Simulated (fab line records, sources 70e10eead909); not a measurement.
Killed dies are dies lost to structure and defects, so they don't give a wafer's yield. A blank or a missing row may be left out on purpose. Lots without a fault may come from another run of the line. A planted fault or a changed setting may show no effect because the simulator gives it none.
fab line records | flow nand_harc | part 1 of 2: steps 1 to 4 of 6
record lots=24 wafers=72 last_day=33
route steps=1302 shown A_ONON_D2@557 A_CHANNEL_HOLE_D2@592 A_STAIRCASE@650
lots that met no fault: from a run of the same line without faults
start_h: hours from the record's first day to the start of the lot's first wafer shown | wait_h: hours since the lot's step before | " the same as in the row above | L1.1+2: a row that stands for several wafers | - no value, or no start given | * or withheld: withheld | < > ~ a bound
route shown NAME@n: a module of which the file shows steps, and the number in the route of the first | usual: mean/standard deviation of fault-free wafers | same: alike in all rows | chamber/n: place in a boat | sites: the reading at each site | _std_site: their standard deviation | _edge_site: outer sites' mean less inner sites' | radius_mm: how far each site lies from the wafer's centre | mask NAME#n: copy n | behind: the tool/chamber that last shaped the wafer | hold: why the lot was held/for how many hours/how that ended | device: the transistor (n, p or np) that didn't switch | end of line: the same wafers' tests at the end of the route | a step without rows: its recipe alone | killed: dies lost to structure and defects at the first sort, not the wafer's yield | map: a wafer's dies, x killed, . not, _ none there
set.NAME: the setting as run; set.NAME@STEP: as run at that earlier step | model.NAME: the simulator's own value behind a step, which no gauge read
steps of the route over a sample of lots; a table a step, a row a wafer
services: from which hour (start_h, from the record's first day; less than 0 if before it) a tool's chamber was out of use, for how many hours, and why
## steps
# step NHARC_A_ONON_D2_THK_MEAS_18
# recipe thk_meas_gauge=ellipsometry
# usual thk_nm=997/9.6
# columns lot.wafer tool chamber start_h wait_h thk_nm
L074.2 film_metro-01 - 283.96 - 988
L074.4 " - " " 989
L074.5 " - " " 989
L075.2 film_metro-02 - 283.96 - 1004
L075.3 " - " " 1006
L075.6 " - " " 1007
L076.1 film_metro-02 - 308.37 - 993
L076.2 " - " " 992
L076.3 " - " " 990
L077.1 film_metro-01 - 322.08 - 992
L077.2 " - " " 993
L077.5 " - " " 992
L078.3 film_metro-02 - 322.09 - 1010
L078.4 " - " " 1008
L078.6 " - " " 1007
L079.1 film_metro-02 - 339.99 - 1009
L079.3 " - " " 1009
L079.4 " - " " 1009
L080.1 film_metro-01 - 347.16 - 971
L080.3 " - " " 970
L080.5 " - " " 974
L083.2 film_metro-01 - 361.77 - 993
L083.3 " - " " 991
L083.4 " - " " 992
L081.3 film_metro-02 - 361.78 - 988
L081.5 " - " " 993
L081.6 " - " " 989
L082.3 film_metro-01 - 361.78 - 1003
L082.4 " - " " 1004
L082.6 " - " " 1002
L084.1 film_metro-02 - 395.38 - 995
L084.5 " - " " 999
L084.6 " - " " 997
L085.1 film_metro-01 - 401.68 - 982
L085.4 " - " " 981
L085.6 " - " " 983
L086.3 film_metro-02 - 401.69 - 1008
L086.4 " - " " 1007
L086.6 " - " " 1006
L087.3 film_metro-02 - 408.90 - 980
L087.4 " - " " 982
L087.6 " - " " 980
L089.3 film_metro-02 - 424.01 - 1003
L089.5 " - " " 1003
L089.6 " - " " 999
L088.2 film_metro-01 - 424.01 - 996
L088.3 " - " " 999
L088.5 " - " " 999
L091.2 film_metro-02 - 442.53 - 1003
L091.5 " - " " 1004
L091.6 " - " " 1004
L090.2 film_metro-01 - 442.53 - 1007
L090.5 " - " " 1007
L090.6 " - " " 1008
L092.2 film_metro-02 - 467.11 - 999
L092.4 " - " " 1001
L092.5 " - " " 1002
L093.1 film_metro-02 - 474.19 - 997
L093.2 " - " " 997
L093.5 " - " " 997
L095.4 film_metro-02 - 488.67 - 986
L095.5 " - " " 991
L095.6 " - " " 988
L094.1 film_metro-02 - 488.68 - 997
L094.3 " - " " 998
L094.5 " - " " 998
L096.1 film_metro-02 - 509.61 - 1008
L096.2 " - " " 1006
L096.4 " - " " 1008
L097.1 film_metro-01 - 509.62 - 1003
L097.3 " - " " 1004
L097.5 " - " " 1002
# step NHARC_A_CHANNEL_HOLE_D2_ETCH_20
# recipe bias_v=3000 source_w=withheld pressure_mtorr=20 time_s=361.9 ar_flow_sccm=375 c4f8_flow_sccm=89.3 o2_flow_sccm=35.7 temp_c=-20 target_depth_a=16000 chemistry=C4F8/O2/Ar
# usual drypump_motor_current_A=5.6/0.4 showerhead_plenum_p_Torr=3.66/0.18 throttle_valve_pct=32.155/0.0091
# columns lot.wafer tool chamber start_h wait_h drypump_motor_current_A rf_hours_counter_h showerhead_plenum_p_Torr throttle_valve_pct
L074.2 har_etch-01 1 292.24 0.1 5.1 145 3.55 32.158
L074.4 " 1 " " 5.1 - 3.55 32.160
L074.5 " 1 " " 5.2 - 3.55 32.165
L075.2 har_etch-02 0 293.38 0.1 5.7 356 3.63 32.151
L075.3 " 0 " " 5.7 - 3.63 32.150
L075.6 " 1 " " 5.2 - 3.52 32.179
L076.1 har_etch-01 1 316.02 0.1 5.2 160 3.54 32.158
L076.2 " 0 " " 6.2 160 3.55 32.141
L076.3 " 1 " " 5.1 - 3.54 32.147
L077.1 har_etch-02 1 331.79 0.1 5.2 379 3.51 32.159
L077.2 " 0 " " 5.8 379 3.62 32.161
L077.5 " 1 " " 5.2 - 3.51 32.156
L078.3 har_etch-01 1 331.95 0.2 5.2 - 3.54 32.154
L078.4 " 0 " " 6.2 - 3.54 32.169
L078.6 " 1 " " 5.2 - 3.54 32.163
L079.1 har_etch-02 0 349.09 0.1 5.7 390 3.61 32.153
L079.4 " 1 " " 5.2 - 3.50 32.149
L079.3 " 0 " " 5.7 - 3.61 32.165
L080.1 har_etch-01 1 354.16 0.1 5.1 183 3.53 32.146
L080.3 " 1 " " 5.1 - 3.53 32.160
L080.5 " 1 " " 5.1 - 3.53 32.147
L081.3 har_etch-02 1 373.37 0.2 5.2 - 3.49 32.169
L081.6 " 0 " " 5.7 - 3.60 32.155
L081.5 " 1 " " 5.2 - 3.49 32.161
L083.2 har_etch-01 0 373.87 0.1 6.2 198 3.53 32.162
L083.3 " 0 " " 6.2 - 3.53 32.164
L083.4 " 1 " " 5.2 - 3.52 32.165
L082.4 har_etch-01 1 378.15 0.2 5.2 - 3.52 32.163
L082.3 " 0 " " 6.2 - 3.52 32.146
L082.6 " 0 " " 6.2 - 3.52 32.155
L084.1 har_etch-02 1 402.33 0.1 5.2 4 3.93 32.155
L084.6 " 1 " " 5.2 - 3.93 32.162
L084.5 " 0 " " 5.7 - 3.93 32.150
L085.1 har_etch-01 1 408.96 0.1 5.2 221 3.51 32.162
L085.4 " 1 " " 5.2 - 3.51 32.156
L085.6 " 0 " " 6.1 - 3.51 32.157
L086.4 har_etch-02 1 410.74 0.2 5.2 - 3.93 32.159
L086.3 " 0 " " 5.7 - 3.93 32.156
L086.6 " 1 " " 5.2 - 3.93 32.150
L087.4 har_etch-01 0 417.35 0.2 6.1 - 3.51 32.154
L087.3 " 1 " " 5.1 - 3.51 32.158
L087.6 " 0 " " 6.1 - 3.51 32.159
L089.3 har_etch-02 0 433.78 0.2 5.7 - 3.92 32.161
L089.5 " 1 " " 5.2 - 3.92 32.156
L089.6 " 0 " " 5.7 - 3.92 32.161
L088.2 har_etch-01 1 435.24 0.1 5.2 240 3.50 32.160
L088.3 " 1 " " 5.2 - 3.50 32.161
L088.5 " 0 " " 6.1 - 3.50 32.156
L090.2 har_etch-02 0 455.22 0.1 5.7 34 3.91 32.165
L090.6 " 1 " " 5.2 - 3.91 32.157
L090.5 " 0 " " 5.7 - 3.91 32.166
L091.2 har_etch-01 0 456.03 0.1 6.1 251 3.50 32.161
L091.5 " 1 " " 5.2 - 3.49 32.169
L091.6 " 0 " " 6.1 - 3.50 32.153
L092.2 har_etch-02 1 473.98 0.1 5.2 46 3.91 32.159
L092.4 " 0 " " 5.7 - 3.91 32.169
L092.5 " 1 " " 5.2 - 3.91 32.153
L093.2 har_etch-02 1 481.21 0.1 5.3 50 3.90 32.152
L093.1 " 0 " " 5.8 50 3.90 32.160
L093.5 " 0 " " 5.7 - 3.90 32.160
L094.1 har_etch-02 1 500.40 0.1 5.3 57 3.90 32.160
L094.3 " 1 " " 5.2 - 3.90 32.162
L094.5 " 0 " " 5.7 - 3.90 32.147
L095.4 har_etch-01 1 500.93 0.2 5.1 - 3.48 32.156
L095.6 " 1 " " 5.1 - 3.48 32.155
L095.5 " 0 " " 6.2 - 3.49 32.152
L096.2 har_etch-02 0 516.62 0.1 5.7 69 3.89 32.150
L096.1 " 1 " " 5.2 69 3.89 32.143
L096.4 " 0 " " 5.8 - 3.89 32.144
L097.1 har_etch-01 0 516.85 0.1 6.1 286 3.48 32.152
L097.3 " 1 " " 5.2 - 3.48 32.156
L097.5 " 1 " " 5.1 - 3.48 32.154
# step NHARC_A_CHANNEL_HOLE_D2_ETCH_23
# recipe bias_v=5000 source_w=withheld pressure_mtorr=20 time_s=819 ar_flow_sccm=375 c4f8_flow_sccm=89.3 o2_flow_sccm=35.7 temp_c=-20 target_depth_a=16000 chemistry=C4F8/O2/Ar
# usual drypump_motor_current_A=5.6/0.4 showerhead_plenum_p_Torr=3.65/0.18 throttle_valve_pct=32.155/0.0089
# columns lot.wafer tool chamber start_h wait_h drypump_motor_current_A rf_hours_counter_h showerhead_plenum_p_Torr throttle_valve_pct
L074.2 har_etch-01 1 293.61 0.5 5.1 146 3.55 32.157
L074.4 " 1 " " 5.1 - 3.55 32.154
L074.5 " 1 " " 5.1 - 3.55 32.149
L075.2 har_etch-02 0 294.71 0.5 5.7 357 3.63 32.126
L075.3 " 0 " " 5.7 - 3.63 32.155
L075.6 " 1 " " 5.2 - 3.52 32.138
L076.1 har_etch-01 1 317.35 0.5 5.1 161 3.54 32.140
L076.2 " 0 " " 6.1 161 3.54 32.158
L076.3 " 1 " " 5.1 - 3.54 32.164
L077.1 har_etch-02 1 333.12 0.5 5.2 380 3.51 32.169
L077.2 " 0 " " 5.7 380 3.61 32.143
L077.5 " 1 " " 5.2 - 3.51 32.166
L078.3 har_etch-01 1 333.40 0.5 5.1 - 3.54 32.151
L078.4 " 0 " " 6.2 - 3.54 32.159
L078.6 " 1 " " 5.2 - 3.54 32.152
L079.1 har_etch-02 0 350.49 0.5 5.7 392 3.61 32.153
L079.4 " 1 " " 5.2 - 3.50 32.157
L079.3 " 0 " " 5.7 - 3.61 32.175
L080.1 har_etch-01 1 355.49 0.5 5.1 184 3.53 32.149
L080.3 " 1 " " 5.2 - 3.53 32.159
L080.5 " 1 " " 5.2 - 3.53 32.151
L081.3 har_etch-02 1 374.89 0.5 5.2 - 3.49 32.150
L081.6 " 0 " " 5.7 - 3.60 32.153
L081.5 " 1 " " 5.2 - 3.49 32.159
L083.2 har_etch-01 0 375.19 0.5 6.1 199 3.52 32.154
L083.3 " 0 " " 6.1 - 3.52 32.157
L083.4 " 1 " " 5.1 - 3.52 32.162
L082.4 har_etch-01 1 379.60 0.5 5.1 - 3.52 32.154
L082.3 " 0 " " 6.1 - 3.52 32.154
L082.6 " 0 " " 6.1 - 3.52 32.151
L084.1 har_etch-02 1 403.64 0.5 5.2 5 3.93 32.153
L084.6 " 1 " " 5.2 - 3.93 32.171
L084.5 " 0 " " 5.8 - 3.93 32.145
L085.1 har_etch-01 1 410.35 0.5 5.1 222 3.51 32.137
L085.4 " 1 " " 5.1 - 3.51 32.153
L085.6 " 0 " " 6.1 - 3.51 32.160
L086.4 har_etch-02 1 412.20 0.5 5.2 - 3.93 32.143
L086.3 " 0 " " 5.7 - 3.93 32.161
L086.6 " 1 " " 5.3 - 3.93 32.150
L087.4 har_etch-01 0 418.79 0.5 6.1 - 3.51 32.158
L087.3 " 1 " " 5.2 - 3.51 32.144
L087.6 " 0 " " 6.1 - 3.51 32.152
L089.3 har_etch-02 0 435.29 0.5 5.7 - 3.92 32.149
L089.5 " 1 " " 5.2 - 3.92 32.180
L089.6 " 0 " " 5.8 - 3.92 32.158
L088.2 har_etch-01 1 436.63 0.5 5.1 241 3.50 32.148
L088.3 " 1 " " 5.2 - 3.50 32.153
L088.5 " 0 " " 6.1 - 3.50 32.150
L090.2 har_etch-02 0 456.61 0.5 5.7 36 3.91 32.151
L090.6 " 1 " " 5.2 - 3.91 32.160
L090.5 " 0 " " 5.7 - 3.91 32.148
L091.2 har_etch-01 0 457.42 0.5 6.1 253 3.50 32.154
L091.5 " 1 " " 5.1 - 3.49 32.148
L091.6 " 0 " " 6.1 - 3.50 32.169
L092.2 har_etch-02 1 475.30 0.5 5.2 47 3.91 32.159
L092.4 " 0 " " 5.7 - 3.91 32.150
L092.5 " 1 " " 5.2 - 3.91 32.152
L093.2 har_etch-02 1 482.54 0.5 5.2 51 3.90 32.163
L093.1 " 0 " " 5.7 51 3.90 32.149
L093.5 " 0 " " 5.7 - 3.90 32.138
L094.1 har_etch-02 1 501.73 0.5 5.2 59 3.90 32.166
L094.3 " 1 " " 5.3 - 3.90 32.163
L094.5 " 0 " " 5.7 - 3.90 32.156
L095.4 har_etch-01 1 502.38 0.5 5.2 - 3.48 32.170
L095.6 " 1 " " 5.1 - 3.48 32.159
L095.5 " 0 " " 6.1 - 3.48 32.147
L096.2 har_etch-02 0 517.94 0.5 5.8 70 3.89 32.163
L096.1 " 1 " " 5.2 70 3.89 32.151
L096.4 " 0 " " 5.8 - 3.89 32.151
L097.1 har_etch-01 0 518.23 0.5 6.1 287 3.48 32.151
L097.3 " 1 " " 5.2 - 3.48 32.157
L097.5 " 1 " " 5.2 - 3.48 32.164
# step NHARC_A_CHANNEL_HOLE_D2_ETCH_27
# recipe bias_v=400 source_w=2000 pressure_mtorr=25 time_s=90 ar_flow_sccm=375 c4f8_flow_sccm=41.7 o2_flow_sccm=83.3 temp_c=-20 target_depth_a=4000 chemistry=C4F8/O2/Ar
# usual bias_v=400/3.6 drypump_motor_current_A=5.6/0.4 showerhead_plenum_p_Torr=3.69/0.19 throttle_valve_pct=27.620/0.0095
# columns lot.wafer tool chamber start_h wait_h bias_v drypump_motor_current_A rf_hours_counter_h showerhead_plenum_p_Torr throttle_valve_pct
L074.2 har_etch-01 1 296.07 0.2 398 5.1 148 3.58 27.632
L074.4 " 1 " " 397 5.1 - 3.58 27.629
L074.5 " 1 " " 402 5.2 - 3.58 27.628
L075.2 har_etch-02 0 297.26 0.2 405 5.7 360 3.66 27.618
L075.3 " 0 " " 399 5.7 - 3.66 27.617
L075.6 " 1 " " 398 5.2 - 3.55 27.635
L076.1 har_etch-01 1 319.90 0.2 404 5.2 163 3.58 27.646
L076.2 " 0 " " 407 6.1 163 3.58 27.625
L076.3 " 1 " " 403 5.2 - 3.58 27.612
L077.1 har_etch-02 1 335.68 0.2 396 5.2 383 3.54 27.615
L077.2 " 0 " " 407 5.7 383 3.65 27.619
L077.5 " 1 " " 401 5.2 - 3.54 27.624
L078.3 har_etch-01 1 335.78 0.2 404 5.1 - 3.57 27.615
L078.4 " 0 " " 396 6.1 - 3.57 27.619
L078.6 " 1 " " 402 5.2 - 3.57 27.602
L079.1 har_etch-02 0 352.97 0.2 399 5.8 394 3.64 27.636
L079.4 " 1 " " 402 5.2 - 3.53 27.622
L079.3 " 0 " " 398 5.8 - 3.65 27.624
L080.1 har_etch-01 1 358.01 0.2 402 5.1 186 3.56 27.612
L080.3 " 1 " " 404 5.1 - 3.56 27.617
L080.5 " 1 " " 396 5.1 - 3.56 27.631
L081.3 har_etch-02 1 377.16 0.2 402 5.2 - 3.53 27.619
L081.6 " 0 " " 401 5.7 - 3.64 27.617
L081.5 " 1 " " 397 5.2 - 3.52 27.634
L083.2 har_etch-01 0 377.74 0.2 404 6.1 201 3.56 27.613
L083.3 " 0 " " 396 6.1 - 3.56 27.622
L083.4 " 1 " " 405 5.2 - 3.56 27.626
L082.4 har_etch-01 1 381.98 0.2 407 5.2 - 3.55 27.615
L082.3 " 0 " " 400 6.1 - 3.56 27.621
L082.6 " 0 " " 397 6.1 - 3.56 27.612
L084.1 har_etch-02 1 406.19 0.2 399 5.2 7 3.98 27.621
L084.6 " 1 " " 396 5.2 - 3.98 27.624
L084.5 " 0 " " 402 5.8 - 3.98 27.631
L085.1 har_etch-01 1 412.80 0.2 404 5.2 225 3.54 27.616
L085.4 " 1 " " 401 5.1 - 3.54 27.618
L085.6 " 0 " " 404 6.2 - 3.55 27.623
L086.4 har_etch-02 1 414.58 0.2 394 5.2 - 3.97 27.629
L086.3 " 0 " " 398 5.7 - 3.97 27.630
L086.6 " 1 " " 406 5.2 - 3.97 27.617
L087.4 har_etch-01 0 421.16 0.2 398 6.1 - 3.54 27.629
L087.3 " 1 " " 406 5.1 - 3.54 27.623
L087.6 " 0 " " 397 6.1 - 3.54 27.611
L089.3 har_etch-02 0 437.58 0.2 395 5.8 - 3.96 27.606
L089.5 " 1 " " 401 5.3 - 3.97 27.597
L089.6 " 0 " " 403 5.7 - 3.97 27.614
L088.2 har_etch-01 1 439.10 0.2 403 5.1 244 3.53 27.617
L088.3 " 1 " " 402 5.2 - 3.53 27.613
L088.5 " 0 " " 401 6.1 - 3.53 27.620
L090.2 har_etch-02 0 459.06 0.2 399 5.7 38 3.96 27.617
L090.6 " 1 " " 405 5.2 - 3.96 27.620
L090.5 " 0 " " 405 5.7 - 3.96 27.620
L091.2 har_etch-01 0 459.90 0.2 401 6.1 255 3.53 27.625
L091.5 " 1 " " 397 5.1 - 3.53 27.593
L091.6 " 0 " " 396 6.2 - 3.53 27.626
L092.2 har_etch-02 1 477.87 0.2 398 5.3 49 3.95 27.613
L092.4 " 0 " " 404 5.7 - 3.95 27.610
L092.5 " 1 " " 403 5.2 - 3.95 27.611
L093.2 har_etch-02 1 485.09 0.2 399 5.2 53 3.95 27.606
L093.1 " 0 " " 400 5.7 53 3.95 27.627
L093.5 " 0 " " 396 5.7 - 3.95 27.615
L094.1 har_etch-02 1 504.30 0.2 394 5.3 61 3.94 27.631
L094.3 " 1 " " 403 5.2 - 3.94 27.620
L094.5 " 0 " " 399 5.7 - 3.94 27.623
L095.4 har_etch-01 1 504.74 0.2 394 5.2 - 3.51 27.614
L095.6 " 1 " " 400 5.1 - 3.51 27.635
L095.5 " 0 " " 396 6.1 - 3.52 27.606
L096.2 har_etch-02 0 520.48 0.2 403 5.7 73 3.94 27.626
L096.1 " 1 " " 398 5.2 73 3.94 27.609
L096.4 " 0 " " 396 5.7 - 3.94 27.612
L097.1 har_etch-01 0 520.67 0.2 402 6.2 289 3.51 27.613
L097.3 " 1 " " 400 5.2 - 3.51 27.611
L097.5 " 1 " " 403 5.2 - 3.51 27.634
